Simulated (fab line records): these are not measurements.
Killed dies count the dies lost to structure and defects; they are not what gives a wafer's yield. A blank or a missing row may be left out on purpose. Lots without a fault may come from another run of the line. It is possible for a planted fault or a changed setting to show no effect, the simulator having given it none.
fab line records + flow n5_finfet + part 2 of 2: steps 5 to 6 of 6
[record]
- lots = 23
- wafers = 69
- last_day = 18
route steps=1938 shown HKMG_FIN@406 GATE_CUT@488
lots untouched by any fault: they come from a run of this same line in which no faults occurred
start_h: hours from the record's first day to the start of the lot's first wafer shown + wait_h: hours since the lot's step before + " repeats the value in the row above + L1.1+2: several wafers, shown together as one row + - no value present, or no start provided + * or withheld: withheld + < > ~ a bound
route shown NAME@n: a module of which the file shows steps, and the number in the route of the first + usual: mean/standard deviation taken from wafers without a fault + same: alike in all rows + chamber/n: place in a boat + sites: the reading at each site + _std_site: standard deviation of those values + _edge_site: mean of outer sites minus mean of inner sites + radius_mm: how far each site lies from the wafer's centre + mask NAME#n: copy n + behind: the most recent tool/chamber to have shaped the wafer + hold: reason for holding the lot/hours on hold/outcome of the hold + device: transistor that didn't switch, given as n, p or np + end of line: at the end of the route, the tests of the same wafers + where a step has no rows: the recipe by itself + killed: dies that structure and defects cost at the first sort, which is not the same as the wafer's yield + map: dies across one wafer; x = killed, . = not, _ = none there
set.NAME: setting as actually run; set.NAME@STEP: the setting as run at that earlier step + model.NAME: the simulator's own value behind a step, which no gauge read
the route's steps for a sample of lots (tables are steps, rows are wafers)
services: from which hour (start_h, from the record's first day; less than 0 if before it) a tool's chamber was out of use, for how many hours, and why
[[steps]]
[step N5_GATE_CUT_OVL_MEAS_14]
[recipe]
- points_per_wafer = 522
[usual]
- GATE_CUT_OVL = 0.1/0.89
| lot.wafer | tool       | chamber | start_h | wait_h | GATE_CUT_OVL[nm] |
|-----------|------------|---------|---------|--------|------------------|
| L074.1    | overlay-02 | 0       | 87.54   | 0.0    | 0.3              |
| L074.3    | "          | 0       | "       | "      | 0.4              |
| L074.4    | "          | 0       | "       | "      | 2.1              |
| L075.2    | overlay-01 | 0       | 90.88   | 0.0    | -0.4             |
| L075.5    | "          | 0       | "       | "      | 0.8              |
| L075.6    | "          | 0       | "       | "      | -0.8             |
| L076.1    | overlay-01 | 0       | 96.46   | 0.0    | 1.3              |
| L076.2    | "          | 0       | "       | "      | 0.6              |
| L076.4    | "          | 0       | "       | "      | 0.3              |
| L077.1    | overlay-02 | 0       | 102.76  | 0.0    | 0.0              |
| L077.4    | "          | 0       | "       | "      | 1.0              |
| L077.5    | "          | 0       | "       | "      | -0.2             |
| L078.3    | overlay-02 | 0       | 107.83  | 0.0    | 0.5              |
| L078.4    | "          | 0       | "       | "      | 0.3              |
| L078.5    | "          | 0       | "       | "      | 0.1              |
| L079.1    | overlay-02 | 0       | 112.73  | 0.0    | 0.6              |
| L079.3    | "          | 0       | "       | "      | -0.8             |
| L079.4    | "          | 0       | "       | "      | 0.2              |
| L080.2    | overlay-02 | 0       | 122.38  | 0.0    | 0.2              |
| L080.5    | "          | 0       | "       | "      | -0.7             |
| L080.6    | "          | 0       | "       | "      | 2.0              |
| L081.1    | overlay-02 | 0       | 125.94  | 0.0    | 0.0              |
| L081.3    | "          | 0       | "       | "      | 0.7              |
| L081.4    | "          | 0       | "       | "      | -0.7             |
| L082.2    | overlay-02 | 0       | 132.34  | 0.0    | 1.3              |
| L082.4    | "          | 0       | "       | "      | 0.5              |
| L082.5    | "          | 0       | "       | "      | -0.6             |
| L083.1    | overlay-01 | 0       | 141.21  | 0.0    | -0.9             |
| L083.4    | "          | 0       | "       | "      | 0.1              |
| L083.5    | "          | 0       | "       | "      | -0.1             |
| L084.1    | overlay-01 | 0       | 147.06  | 0.0    | 0.9              |
| L084.5    | "          | 0       | "       | "      | 1.1              |
| L084.6    | "          | 0       | "       | "      | -0.2             |
| L085.2    | overlay-02 | 0       | 154.75  | 0.0    | 0.1              |
| L085.3    | "          | 0       | "       | "      | -0.8             |
| L085.4    | "          | 0       | "       | "      | 0.1              |
| L086.1    | overlay-01 | 0       | 158.29  | 0.0    | 1.3              |
| L086.3    | "          | 0       | "       | "      | 1.1              |
| L086.5    | "          | 0       | "       | "      | 1.5              |
| L087.1    | overlay-02 | 0       | 164.78  | 0.0    | -1.2             |
| L087.5    | "          | 0       | "       | "      | -0.7             |
| L087.6    | "          | 0       | "       | "      | -0.3             |
| L088.1    | overlay-01 | 0       | 168.20  | 0.0    | -1.0             |
| L088.2    | "          | 0       | "       | "      | -1.0             |
| L088.5    | "          | 0       | "       | "      | -0.9             |
| L089.1    | overlay-02 | 0       | 174.53  | 0.0    | 0.2              |
| L089.4    | "          | 0       | "       | "      | -0.8             |
| L089.5    | "          | 0       | "       | "      | 0.4              |
| L090.2    | overlay-02 | 0       | 180.20  | 0.0    | -0.8             |
| L090.3    | "          | 0       | "       | "      | 0.9              |
| L090.5    | "          | 0       | "       | "      | 0.8              |
| L093.3    | overlay-01 | 0       | 201.40  | 0.0    | 1.2              |
| L093.5    | "          | 0       | "       | "      | 1.4              |
| L093.6    | "          | 0       | "       | "      | -0.8             |
| L094.2    | overlay-02 | 0       | 203.18  | 0.0    | 1.0              |
| L094.3    | "          | 0       | "       | "      | -0.9             |
| L094.5    | "          | 0       | "       | "      | -1.1             |
| L095.1    | overlay-01 | 0       | 209.59  | 0.0    | 0.7              |
| L095.4    | "          | 0       | "       | "      | 0.6              |
| L095.6    | "          | 0       | "       | "      | 1.0              |
| L096.2    | overlay-01 | 0       | 217.89  | 0.0    | -1.5             |
| L096.4    | "          | 0       | "       | "      | -0.7             |
| L096.5    | "          | 0       | "       | "      | 0.1              |
| L097.3    | overlay-02 | 0       | 222.28  | 0.0    | -1.5             |
| L097.5    | "          | 0       | "       | "      | -0.2             |
| L097.6    | "          | 0       | "       | "      | 0.7              |
| L091.3    | overlay-02 | 0       | 224.57  | 0.0    | -0.5             |
| L091.4    | "          | 0       | "       | "      | -0.2             |
| L091.5    | "          | 0       | "       | "      | -0.2             |
[step N5_GATE_CUT_ETCH_28]
[recipe]
- chemistry = N2/H2
- target = underlayer
- target_depth_a = 130
- mask_material = CAR-EUV
- time_s = 10.4
- ion_energy_ev = 200
- pressure_mtorr = 30
- source_w = 840
- bias_w = 150
- n2_flow_sccm = 200
- h2_flow_sccm = 200
- ends = cleared
[usual]
- drypump_motor_current_A = 5.9/0.37
- etch_rf_on_time_s = 10.50/0.26
- oes_product_au = 0.66/0.057
- rf_fwd_power_W = 819.3/2.6
- rf_vpp_V = 523.6/2.7
- showerhead_plenum_p_Torr = 2.54/0.092
- throttle_valve_pct = 18.05/0.23
| lot.wafer | tool        | chamber | start_h | wait_h | drypump_motor_current_A | etch_rf_on_time_s | oes_product_au | rf_fwd_power_W | rf_hours_counter_h | rf_vpp_V | showerhead_plenum_p_Torr | throttle_valve_pct |
|-----------|-------------|---------|---------|--------|-------------------------|-------------------|----------------|----------------|--------------------|----------|--------------------------|--------------------|
| L074.1    | rie_diel-05 | 3       | 87.66   | 0.0    | 5.1                     | 10.81             | 0.58           | 814.4          | 222                | 519.0    | 2.42                     | 18.17              |
| L074.3    | "           | 1       | "       | "      | 5.4                     | 10.44             | 0.68           | 816.8          | 106                | 521.7    | 2.44                     | 17.67              |
| L074.4    | "           | 2       | "       | "      | 5.0                     | 10.00             | 0.83           | 814.9          | 6                  | 522.6    | 2.51                     | 18.05              |
| L075.2    | rie_diel-06 | 2       | 91.04   | 0.0    | 5.5                     | 10.08             | 0.64           | 826.4          | 204                | 520.7    | 2.40                     | 18.01              |
| L075.5    | "           | 1       | "       | "      | 6.3                     | 10.54             | 0.68           | 815.6          | -                  | 525.9    | 2.68                     | 18.39              |
| L075.6    | "           | 0       | "       | "      | 5.8                     | 10.48             | 0.61           | 817.6          | -                  | 526.3    | 2.62                     | 18.31              |
| L076.1    | rie_diel-05 | 3       | 96.58   | 0.0    | 5.1                     | 10.77             | 0.58           | 819.9          | 224                | 520.3    | 2.41                     | 18.17              |
| L076.2    | "           | 2       | "       | "      | 5.0                     | 9.98              | 0.82           | 817.5          | 9                  | 523.3    | 2.51                     | 18.05              |
| L076.4    | "           | 0       | "       | "      | 6.8                     | 10.55             | 0.73           | 817.6          | 69                 | 527.0    | 2.68                     | 17.60              |
| L077.1    | rie_diel-03 | 3       | 102.89  | 0.0    | 5.7                     | 10.58             | 0.62           | 825.1          | 165                | 524.0    | 2.53                     | 17.85              |
| L077.4    | "           | 0       | "       | "      | 5.9                     | 10.29             | 0.71           | 822.7          | 74                 | 523.6    | 2.58                     | 17.91              |
| L077.5    | "           | 3       | "       | "      | 5.7                     | 10.53             | 0.63           | 820.6          | -                  | 523.2    | 2.53                     | 17.86              |
| L078.3    | rie_diel-06 | 0       | 107.95  | 0.0    | 5.8                     | 10.63             | 0.60           | 822.7          | 217                | 526.4    | 2.62                     | 18.31              |
| L078.4    | "           | 1       | "       | "      | 6.3                     | 10.46             | 0.67           | 821.2          | 129                | 526.9    | 2.68                     | 18.42              |
| L078.5    | "           | 1       | "       | "      | 6.3                     | 10.47             | 0.67           | 819.1          | -                  | 526.0    | 2.68                     | 18.42              |
| L079.1    | rie_diel-05 | 1       | 113.20  | 0.0    | 5.4                     | 10.37             | 0.67           | 819.7          | 112                | 520.0    | 2.44                     | 17.69              |
| L079.3    | "           | 0       | "       | "      | 6.8                     | 10.47             | 0.73           | 821.4          | 73                 | 529.2    | 2.68                     | 17.60              |
| L079.4    | "           | 3       | "       | "      | 5.1                     | 10.89             | 0.58           | 816.9          | 229                | 520.5    | 2.41                     | 18.19              |
| L080.2    | rie_diel-03 | 2       | 122.50  | 0.0    | 6.1                     | 10.71             | 0.60           | 819.1          | 209                | 525.8    | 2.63                     | 18.06              |
| L080.5    | "           | 2       | "       | "      | 6.1                     | 10.80             | 0.61           | 821.6          | -                  | 526.7    | 2.63                     | 18.08              |
| L080.6    | "           | 0       | "       | "      | 5.9                     | 10.33             | 0.70           | 820.8          | -                  | 523.6    | 2.58                     | 17.93              |
| L081.1    | rie_diel-06 | 3       | 126.07  | 0.0    | 5.9                     | 10.85             | 0.73           | 816.0          | 58                 | 522.1    | 2.49                     | 17.85              |
| L081.3    | "           | 2       | "       | "      | 5.4                     | 10.15             | 0.62           | 823.2          | 215                | 519.5    | 2.40                     | 18.03              |
| L081.4    | "           | 1       | "       | "      | 6.3                     | 10.54             | 0.67           | 821.1          | 133                | 526.8    | 2.68                     | 18.41              |
| L082.2    | rie_diel-06 | 2       | 132.70  | 0.0    | 5.4                     | 10.09             | 0.63           | 817.6          | 217                | 517.9    | 2.40                     | 18.04              |
| L082.4    | "           | 3       | "       | "      | 5.9                     | 10.87             | 0.72           | 820.8          | 59                 | 522.5    | 2.49                     | 17.87              |
| L082.5    | "           | 3       | "       | "      | 5.9                     | 10.92             | 0.73           | 816.7          | -                  | 520.4    | 2.49                     | 17.87              |
| L083.1    | rie_diel-06 | 3       | 141.33  | 0.0    | 5.9                     | 10.79             | 0.73           | 815.6          | 62                 | 521.1    | 2.49                     | 17.87              |
| L083.4    | "           | 0       | "       | "      | 5.8                     | 10.60             | 0.60           | 822.3          | 226                | 526.5    | 2.61                     | 18.33              |
| L083.5    | "           | 2       | "       | "      | 5.4                     | 10.15             | 0.63           | 818.6          | -                  | 520.4    | 2.40                     | 18.04              |
| L084.1    | rie_diel-03 | 3       | 147.19  | 0.0    | 5.6                     | 10.65             | 0.62           | 817.8          | 180                | 523.8    | 2.53                     | 17.87              |
| L084.5    | "           | 0       | "       | "      | 5.9                     | 10.39             | 0.70           | 825.5          | -                  | 523.6    | 2.58                     | 17.95              |
| L084.6    | "           | 1       | "       | "      | 6.1                     | 10.52             | 0.64           | 815.7          | -                  | 522.4    | 2.53                     | 17.87              |
| L085.2    | rie_diel-06 | 3       | 155.58  | 0.0    | 5.9                     | 10.92             | 0.72           | 819.3          | 68                 | 522.1    | 2.48                     | 17.88              |
| L085.3    | "           | 2       | "       | "      | 5.4                     | 10.11             | 0.62           | 818.4          | 226                | 520.2    | 2.40                     | 18.05              |
| L085.4    | "           | 0       | "       | "      | 5.9                     | 10.74             | 0.59           | 815.7          | 232                | 526.1    | 2.61                     | 18.34              |
| L086.1    | rie_diel-06 | 3       | 158.79  | 0.0    | 5.9                     | 10.64             | 0.73           | 820.6          | 69                 | 521.1    | 2.48                     | 17.86              |
| L086.3    | "           | 1       | "       | "      | 6.3                     | 10.40             | 0.66           | 819.8          | 146                | 525.8    | 2.67                     | 18.43              |
| L086.5    | "           | 0       | "       | "      | 5.8                     | 10.77             | 0.58           | 819.4          | -                  | 524.9    | 2.61                     | 18.33              |
| L087.1    | rie_diel-06 | 3       | 165.50  | 0.0    | 5.9                     | 10.91             | 0.72           | 822.8          | 72                 | 522.2    | 2.48                     | 17.88              |
| L087.5    | "           | 3       | "       | "      | 5.9                     | 10.76             | 0.71           | 822.7          | -                  | 520.9    | 2.48                     | 17.89              |
| L087.6    | "           | 2       | "       | "      | 5.4                     | 10.18             | 0.62           | 819.0          | -                  | 520.4    | 2.39                     | 18.04              |
| L088.1    | rie_diel-06 | 2       | 168.82  | 0.0    | 5.5                     | 10.29             | 0.62           | 817.9          | 232                | 520.0    | 2.39                     | 18.06              |
| L088.2    | "           | 0       | "       | "      | 5.8                     | 10.69             | 0.58           | 817.1          | 237                | 525.4    | 2.61                     | 18.33              |
| L088.5    | "           | 2       | "       | "      | 5.5                     | 10.17             | 0.61           | 818.1          | -                  | 519.0    | 2.39                     | 18.06              |
| L089.1    | rie_diel-06 | 2       | 174.66  | 0.0    | 5.5                     | 10.09             | 0.63           | 819.2          | 236                | 520.6    | 2.39                     | 18.05              |
| L089.4    | "           | 0       | "       | "      | 5.8                     | 10.64             | 0.59           | 818.4          | -                  | 525.9    | 2.61                     | 18.36              |
| L089.5    | "           | 3       | "       | "      | 5.9                     | 10.86             | 0.71           | 818.5          | -                  | 522.2    | 2.48                     | 17.87              |
| L090.2    | rie_diel-06 | 1       | 181.17  | 0.0    | 6.3                     | 10.47             | 0.65           | 821.2          | 153                | 527.2    | 2.67                     | 18.46              |
| L090.3    | "           | 0       | "       | "      | 5.8                     | 10.58             | 0.59           | 815.4          | 244                | 526.0    | 2.61                     | 18.36              |
| L090.5    | "           | 3       | "       | "      | 5.9                     | 10.78             | 0.72           | 821.8          | -                  | 521.5    | 2.48                     | 17.93              |
| L093.3    | rie_diel-06 | 1       | 201.62  | 0.0    | 6.3                     | 10.36             | 0.65           | 821.5          | 161                | 526.2    | 2.67                     | 18.48              |
| L093.5    | "           | 3       | "       | "      | 6.0                     | 10.77             | 0.70           | 821.0          | -                  | 521.1    | 2.48                     | 17.91              |
| L093.6    | "           | 2       | "       | "      | 5.4                     | 10.09             | 0.61           | 819.8          | -                  | 518.7    | 2.39                     | 18.07              |
| L094.2    | rie_diel-03 | 0       | 203.30  | 0.0    | 5.9                     | 10.30             | 0.69           | 821.4          | 97                 | 525.0    | 2.57                     | 17.95              |
| L094.3    | "           | 2       | "       | "      | 6.1                     | 10.62             | 0.61           | 815.9          | 223                | 526.7    | 2.62                     | 18.11              |
| L094.5    | "           | 1       | "       | "      | 6.1                     | 10.46             | 0.64           | 821.0          | -                  | 523.8    | 2.53                     | 17.86              |
| L095.1    | rie_diel-03 | 3       | 209.72  | 0.0    | 5.6                     | 10.64             | 0.61           | 819.4          | 187                | 523.8    | 2.52                     | 17.90              |
| L095.4    | "           | 1       | "       | "      | 6.1                     | 10.57             | 0.63           | 821.6          | 172                | 524.2    | 2.53                     | 17.88              |
| L095.6    | "           | 2       | "       | "      | 6.1                     | 10.86             | 0.60           | 817.7          | -                  | 526.0    | 2.62                     | 18.11              |
| L096.2    | rie_diel-03 | 1       | 218.01  | 0.0    | 6.1                     | 10.68             | 0.63           | 815.7          | 174                | 523.2    | 2.53                     | 17.87              |
| L096.4    | "           | 3       | "       | "      | 5.6                     | 10.76             | 0.61           | 815.5          | 189                | 524.8    | 2.52                     | 17.89              |
| L096.5    | "           | 0       | "       | "      | 5.9                     | 10.42             | 0.69           | 820.1          | -                  | 526.2    | 2.57                     | 17.96              |
| L097.3    | rie_diel-03 | 0       | 222.40  | 0.0    | 5.9                     | 10.25             | 0.69           | 820.8          | 103                | 525.2    | 2.57                     | 17.96              |
| L097.5    | "           | 0       | "       | "      | 5.9                     | 10.27             | 0.68           | 820.5          | -                  | 526.0    | 2.57                     | 17.96              |
| L097.6    | "           | 1       | "       | "      | 6.1                     | 10.42             | 0.63           | 821.4          | -                  | 523.2    | 2.52                     | 17.89              |
| L091.3    | rie_diel-06 | 0       | 224.69  | 0.0    | 5.8                     | 10.56             | 0.81           | 821.0          | 3                  | 525.8    | 2.60                     | 17.92              |
| L091.4    | "           | 0       | "       | "      | 5.8                     | 10.44             | 0.82           | 821.9          | -                  | 525.4    | 2.60                     | 17.93              |
| L091.5    | "           | 3       | "       | "      | 5.9                     | 10.85             | 0.69           | 817.7          | -                  | 522.9    | 2.47                     | 17.91              |
[[services]]
| tool            | chamber | start_h | hours | kind   |
|-----------------|---------|---------|-------|--------|
| rie_diel-02     | 1       | 60.94   | 12.0  | repair |
| rie_diel-05     | 0       | 62.71   | 3.0   | repair |
| rie_diel-01     | 1       | 68.06   | 6.8   | repair |
| rie_diel-06     | 1       | 79.24   | 2.5   | repair |
| plasma_asher-01 | -       | 81.45   | 1.4   | repair |
| rie_metal-02    | -       | 85.09   | 0.1   | repair |
| rie_diel-06     | 3       | 91.35   | 10.4  | repair |
| rie_diel-01     | 1       | 98.46   | 4.6   | repair |
| rie_diel-03     | 1       | 111.25  | 11.3  | repair |
| plasma_asher-01 | -       | 131.10  | 4.4   | repair |
| rie_diel-05     | 1       | 140.23  | 4.2   | repair |
| rie_diel-05     | 0       | 144.19  | 3.1   | repair |
| rie_diel-04     | 3       | 149.90  | 3.7   | repair |
| rie_diel-03     | 1       | 156.24  | 7.0   | repair |
| rie_diel-03     | 2       | 158.64  | 5.7   | repair |
| rie_diel-02     | 2       | 165.11  | 1.6   | repair |
| rie_metal-02    | 0       | 166.26  | 7.7   | repair |
| rie_diel-02     | 1       | 169.68  | 5.5   | repair |
| rie_diel-06     | 1       | 171.06  | 6.3   | repair |
| rie_diel-02     | -       | 176.27  | 14.6  | pm     |
| plasma_asher-01 | -       | 177.47  | 2.0   | repair |
| rie_diel-04     | 0       | 192.97  | 14.7  | repair |
| rie_metal-02    | 1       | 198.86  | 9.7   | repair |
| rie_diel-03     | 3       | 202.61  | 2.6   | repair |
